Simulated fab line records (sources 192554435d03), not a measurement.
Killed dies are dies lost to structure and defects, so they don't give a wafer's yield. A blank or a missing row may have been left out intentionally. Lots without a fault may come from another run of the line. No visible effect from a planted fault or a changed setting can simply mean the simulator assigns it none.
Problem report in the 8D (eight disciplines) form, filled by code ; flow n5_finfet ; the parts of the form that need people (team, actions taken, sign-off) are left out

== 1. PROBLEM STATEMENT ==
susceptor_temp_C at N5_BEOL_M8_ALD_77 reads a mean of 258.58 C on 6 wafers of 2 lots; wafers without a fault read 274.99 C with a standard deviation of 0.18. Measured from the usual mean, that is -91 standard deviations.
The step: deposits TaN, target thk 2 nm, pulse time 2 s, purge time 3 s.
First seen on wafer L669.3, day 11 12:39, on ald_metal-02. The record holds 34 wafers of 12 lots with a number at this step. The rule behind "out" and "out of limits": a value lying over 4 standard deviations away from the usual mean. All remaining wafers that have a number are taken as sound.

== 2. WHAT IT IS, AND WHAT IT ISN'T ==
question;is;is not
which readings at this step;susceptor_temp_C;heater_power_w
which lots;L669, L671;L662, L663, L665, L674, L677, L679, L680, L681, L682, L685
which wafers of those lots;all that have a number;-
read on which tools;ald_metal-02;ald_metal-01, ald_metal-03
when;from day 11 12:39;"up to then (9 sound wafers); but 19 sound wafers of L674, L677, L679, L680, L681, L682, L685 came after"

== 3. THE SUSPECTS, EACH WITH WHAT RULES IT OUT ==
Counting: a tool at any process step up to the reading remains a suspect when it ran all the lots that are out and ran no sound lot after the first of those.
- ald_metal-02 at N5_BEOL_M8_ALD_77 (deposits TaN, target thk 2 nm, pulse time 2 s, purge time 3 s): ruled out as a lasting fault. Following L669 (day 11 12:39), the first lot on it that is out, the sound lots L685 were run on it.
Left after counting: nothing in the record.

== 4. THE CAUSE (what the simulator had put in) ==
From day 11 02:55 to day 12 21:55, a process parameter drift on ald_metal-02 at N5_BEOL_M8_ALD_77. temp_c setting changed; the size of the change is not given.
Counting ruled it out, wrongly.

== 5. SEQUENCE OF EFFECTS, ordered by route ==
Each row: a reading whose mean over the struck wafers that have a number lies more than 3 standard deviations from the usual. Only readings whose record carries a usual standard deviation are examined. hours: median over the lots of the time between each lot's start at the first step of this table that gives one and its start at this step. sigmas: the change, counted in usual standard deviations.
hours;step;reading;usual;on struck wafers;change;sigmas
0;N5_BEOL_M8_ALD_77;susceptor_temp_C;274.99 C;258.58;-16.41;-91
Here are the process steps it includes:
- N5_BEOL_M8_ALD_77: deposits TaN, target thk 2 nm, pulse time 2 s, purge time 3 s.

== 6. HOW IT WOULD HAVE BEEN CAUGHT EARLIER ==
First out-of-limits reading in this record: day 11 12:39, which is 10 hours after fault onset at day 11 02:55.
